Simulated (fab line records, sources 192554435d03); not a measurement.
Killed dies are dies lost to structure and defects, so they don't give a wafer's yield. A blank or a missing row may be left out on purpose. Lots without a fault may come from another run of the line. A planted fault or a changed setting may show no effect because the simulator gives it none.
fab line records | flow n5_finfet | part 2 of 2: steps 18 to 27 of 27
record lots=5 wafers=15 last_day=18
route steps=1938 shown BEOL_M8@1362
lots that met no fault: from a run of the same line without faults
start_h: hours from the record's first day to the start of the lot's first wafer shown | wait_h: hours since the lot's step before | " the same as in the row above | L1.1+2: a row that stands for several wafers | - no value, or no start given | * or withheld: withheld | < > ~ a bound
route shown NAME@n: a module of which the file shows steps, and the number in the route of the first | usual: mean/standard deviation of fault-free wafers | same: alike in all rows | chamber/n: place in a boat | sites: the reading at each site | _std_site: their standard deviation | _edge_site: outer sites' mean less inner sites' | radius_mm: how far each site lies from the wafer's centre | mask NAME#n: copy n | behind: the tool/chamber that last shaped the wafer | hold: why the lot was held/for how many hours/how that ended | device: the transistor (n, p or np) that didn't switch | end of line: the same wafers' tests at the end of the route | a step without rows: its recipe alone | killed: dies lost to structure and defects at the first sort, not the wafer's yield | map: a wafer's dies, x killed, . not, _ none there
set.NAME: the setting as run; set.NAME@STEP: as run at that earlier step | model.NAME: the simulator's own value behind a step, which no gauge read
lots at some steps of the route; a table a step, a row a wafer
services: from which hour (start_h, from the record's first day; less than 0 if before it) a tool's chamber was out of use, for how many hours, and why
## steps
# step N5_BEOL_M8_STRIP_80
# recipe chemistry=N2/H2 time_s=10 power_w=450 temp_c=40 pressure_mtorr=20 rf_frequency_hz=6e+07 bias_power_w=7 n2_flow_sccm=200 h2_flow_sccm=200
# usual drypump_motor_current_A=5.6/0.43 oes_product_au=0.81/0.073 rf_vpp_V=59.0/0.9 showerhead_plenum_p_Torr=2.55/0.073 temp_c=40.00/0.11 throttle_valve_pct=23.44/0.18
# columns lot.wafer tool chamber start_h wait_h drypump_motor_current_A oes_product_au rf_hours_counter_h rf_vpp_V showerhead_plenum_p_Torr temp_c throttle_valve_pct
L076.4 rie_diel-02 2 - - 6.2 0.86 36 58.3 2.49 40.12 23.22
L076.5 " 0 " " 6.3 0.88 - 59.7 2.46 39.93 23.59
L076.6 " 3 " " 6.1 0.72 - 59.4 2.49 39.93 23.53
L077.1 rie_diel-01 3 - - 4.8 0.77 106 58.9 2.56 40.09 23.52
L077.2 " 1 " " 5.5 0.90 21 60.7 2.58 40.00 23.15
L077.6 " 1 " " 5.5 0.90 - 59.1 2.58 39.94 23.15
L090.1 rie_diel-04 2 - - 4.9 0.79 92 59.2 2.57 39.79 23.90
L090.2 " 3 " " 5.6 0.93 21 56.7 2.59 39.97 23.50
L090.3 " 1 " " 5.2 0.83 59 60.1 2.71 39.91 23.47
L094.1 rie_diel-02 1 - - 5.4 0.76 125 60.0 2.44 40.07 23.41
L094.5 " 2 " " 6.2 0.80 - 57.5 2.47 39.95 23.26
L094.6 " 3 " " 6.1 0.69 - 58.3 2.47 40.00 23.59
L096.2 rie_diel-01 3 - - 4.8 0.72 158 58.5 2.54 40.18 23.59
L096.4 " 1 " " 5.5 0.82 67 60.0 2.56 39.98 23.22
L096.6 " 1 " " 5.5 0.82 - 58.0 2.56 39.98 23.19
# step N5_BEOL_M8_OCD_MEAS_38
# usual trench_depth_nm=93.6/2.4
# columns lot.wafer tool chamber start_h wait_h trench_depth_nm
L076.4 ocd-01 - 211.56 - 93.4
L076.5 " - " " 97.9
L076.6 " - " " 92.6
L077.1 ocd-01 - 211.76 - 92.8
L077.2 " - " " 94.4
L077.6 " - " " 95.2
L090.1 ocd-01 - 303.20 - 93.3
L090.2 " - " " 99.5
L090.3 " - " " 92.6
L094.1 ocd-01 - 320.66 - 92.9
L094.5 " - " " 89.2
L094.6 " - " " 90.9
L096.2 ocd-02 - 349.67 - 89.9
L096.4 " - " " 91.2
L096.6 " - " " 90.7
# step N5_BEOL_M8_HM_STRIP_39
# recipe chemistry=peroxide_tin_strip material=TiN target_depth_a=250 temp_c=50 time_s=158
# usual temp_c=50.00/0.11
# columns lot.wafer tool chamber start_h wait_h temp_c
L076.4 wet_bench-01 4 211.59 0.0 50.14
L076.5 " 7 " " 49.81
L076.6 " 0 " " 50.02
L077.1 wet_bench-01 2 211.79 0.0 49.88
L077.2 " 0 " " 50.05
L077.6 " 1 " " 49.89
L090.1 wet_bench-06 3 303.24 0.0 49.99
L090.2 " 0 " " 49.72
L090.3 " 6 " " 49.91
L094.1 wet_bench-04 6 320.70 0.0 50.17
L094.5 " 1 " " 50.12
L094.6 " 7 " " 50.02
L096.2 wet_bench-01 4 349.70 0.0 50.11
L096.4 " 0 " " 50.18
L096.6 " 6 " " 50.23
# step N5_BEOL_M8_SRD_40
# recipe time_s=30 temp_c=23 rinse_liquid=diw dry=ipa_marangoni
# usual temp_c=23.00/0.11
# columns lot.wafer tool chamber start_h wait_h temp_c
L076.4 wet_bench-01 4 211.63 0.0 23.07
L076.5 " 7 " " 22.82
L076.6 " 0 " " 23.06
L077.1 wet_bench-01 2 211.84 0.0 22.90
L077.2 " 0 " " 23.11
L077.6 " 1 " " 23.05
L090.1 wet_bench-06 3 303.28 0.0 22.94
L090.2 " 0 " " 23.22
L090.3 " 6 " " 23.06
L094.1 wet_bench-04 6 320.74 0.0 23.05
L094.5 " 1 " " 22.85
L094.6 " 7 " " 23.15
L096.2 wet_bench-01 4 349.75 0.0 23.10
L096.4 " 0 " " 23.03
L096.6 " 6 " " 22.85
# step N5_BEOL_M8_PRECLEAN_42
# recipe chemistry=residue_remover time_s=60 temp_c=40
# usual temp_c=40.00/0.12
# columns lot.wafer tool chamber start_h wait_h temp_c
L076.4 wet_bench-01 4 211.65 0.0 39.92
L076.5 " 7 " " 40.10
L076.6 " 0 " " 39.90
L077.1 wet_bench-01 2 211.86 0.0 40.04
L077.2 " 0 " " 40.12
L077.6 " 1 " " 39.77
L090.1 wet_bench-06 3 303.30 0.0 40.07
L090.2 " 0 " " 39.97
L090.3 " 6 " " 39.92
L094.1 wet_bench-04 6 320.76 0.0 39.93
L094.5 " 1 " " 40.05
L094.6 " 7 " " 40.24
L096.2 wet_bench-01 4 349.76 0.0 39.94
L096.4 " 0 " " 40.00
L096.6 " 6 " " 39.97
# step N5_BEOL_M8_SRD_43
# recipe time_s=30 temp_c=23 rinse_liquid=diw dry=ipa_marangoni
# usual temp_c=23.01/0.1
# columns lot.wafer tool chamber start_h wait_h temp_c
L076.4 wet_bench-01 4 211.67 0.0 23.00
L076.5 " 7 " " 23.15
L076.6 " 0 " " 23.01
L077.1 wet_bench-01 2 211.87 0.0 22.79
L077.2 " 0 " " 23.11
L077.6 " 1 " " 23.16
L090.1 wet_bench-06 3 303.32 0.0 23.02
L090.2 " 0 " " 22.85
L090.3 " 6 " " 23.00
L094.1 wet_bench-04 6 320.78 0.0 23.12
L094.5 " 1 " " 23.17
L094.6 " 7 " " 23.05
L096.2 wet_bench-01 4 349.78 0.0 22.93
L096.4 " 0 " " 23.01
L096.6 " 6 " " 22.99
# step N5_BEOL_M8_CD_MEAS_35
# recipe target_cd_nm=40 polarity=opening
# usual cd_nm=40.0/0.75
# columns lot.wafer tool chamber start_h wait_h cd_nm
L076.4 cd_sem-02 - 211.71 0.0 40.3
L076.5 " - " " 39.6
L076.6 " - " " 39.5
L077.1 cd_sem-02 - 211.91 0.0 40.7
L077.2 " - " " 39.5
L077.6 " - " " 39.8
L090.1 cd_sem-03 - 303.36 0.0 39.8
L090.2 " - " " 40.3
L090.3 " - " " 39.4
L094.1 cd_sem-02 - 320.82 0.0 39.2
L094.5 " - " " 39.3
L094.6 " - " " 38.7
L096.2 cd_sem-01 - 349.82 0.0 40.1
L096.4 " - " " 41.3
L096.6 " - " " 38.9
# step N5_BEOL_M8_CURE_75
# recipe temp_c=370 time_s=120 ambient=DMADMS/He material=SiCOH_lowk
# usual lamp_power_pct=52.31/0.053 wafer_temp_C_max=371.8/0.45
# columns lot.wafer tool chamber start_h wait_h lamp_power_pct wafer_temp_C_max
L076.4 uv_cure-01 0 211.90 0.2 52.31 371.9
L076.5 " 0 " " 52.30 372.0
L076.6 " 0 " " 52.42 371.8
L077.1 uv_cure-03 2 211.95 0.0 52.23 372.2
L077.2 " 2 " " 52.34 371.6
L077.6 " 2 " " 52.38 371.5
L090.1 uv_cure-03 2 303.60 0.2 52.37 371.4
L090.2 " 2 " " 52.30 371.9
L090.3 " 2 " " 52.33 371.4
L094.1 uv_cure-03 1 320.86 0.0 52.28 372.0
L094.5 " 1 " " 52.33 372.3
L094.6 " 1 " " 52.22 372.6
L096.2 uv_cure-01 1 350.08 0.3 52.33 371.0
L096.4 " 1 " " 52.42 371.5
L096.6 " 1 " " 52.29 371.9
# step N5_BEOL_M8_DEGAS_44
# recipe ambient=vacuum temp_c=250 time_s=60
# usual heater_power_w=330/38
# columns lot.wafer tool chamber start_h wait_h heater_power_w
L076.4 pvd_sputter-02 - 212.56 0.6 353
L076.5 " - " " 337
L076.6 " - " " 335
L077.1 pvd_sputter-02 - 212.64 0.6 327
L077.2 " - " " 315
L077.6 " - " " 322
L090.1 pvd_sputter-02 - 304.11 0.5 326
L090.2 " - " " 344
L090.3 " - " " 350
L094.1 pvd_sputter-01 - 321.18 0.3 316
L094.5 " - " " 383
L094.6 " - " " 327
L096.2 pvd_sputter-02 - 350.53 0.4 328
L096.4 " - " " 321
L096.6 " - " " 366
# step N5_BEOL_M8_PRE_CLEAN_45
# recipe gas=H2/He time_s=30 temp_c=250
# usual heater_power_w=330/37
# columns lot.wafer tool chamber start_h wait_h heater_power_w
L076.4 pvd_sputter-02 - 212.60 0.0 346
L076.5 " - " " 345
L076.6 " - " " 324
L077.1 pvd_sputter-02 - 212.68 0.0 324
L077.2 " - " " 320
L077.6 " - " " 318
L090.1 pvd_sputter-02 - 304.15 0.0 325
L090.2 " - " " 343
L090.3 " - " " 360
L094.1 pvd_sputter-01 - 321.22 0.0 314
L094.5 " - " " 390
L094.6 " - " " 315
L096.2 pvd_sputter-02 - 350.57 0.0 327
L096.4 " - " " 326
L096.6 " - " " 360
## services
# columns tool chamber start_h hours kind
uv_cure-01 - 191.83 2.1 pm
euv_scanner-02 - 193.38 1.8 repair
euv_scanner-02 - 211.70 1.0 pm
uv_cure-01 - 212.21 2.8 pm
euv_scanner-01 - 215.41 1.0 pm
rie_diel-02 2 220.06 5.1 repair
euv_scanner-01 - 222.86 1.2 repair
rie_diel-02 - 236.00 4.0 repair
euv_scanner-01 - 253.09 5.8 pm
rie_diel-04 - 260.98 14.6 pm
euv_scanner-02 - 267.85 1.0 pm
euv_scanner-01 - 271.56 1.0 pm
rie_diel-04 3 277.80 22.7 repair
rie_diel-04 - 278.13 2.0 repair
euv_scanner-02 - 281.74 4.6 pm
euv_scanner-01 - 303.53 0.3 repair
rie_diel-04 3 321.91 5.7 repair
euv_scanner-02 - 324.00 1.0 pm
rie_diel-01 1 325.21 10.6 repair
euv_scanner-01 - 327.71 1.0 pm
rie_diel-02 3 333.97 - clean
rie_diel-02 3 333.97 - consumable_replace:focus_ring
euv_scanner-01 - 337.72 4.6 pm
rie_diel-04 1 338.19 8.8 repair
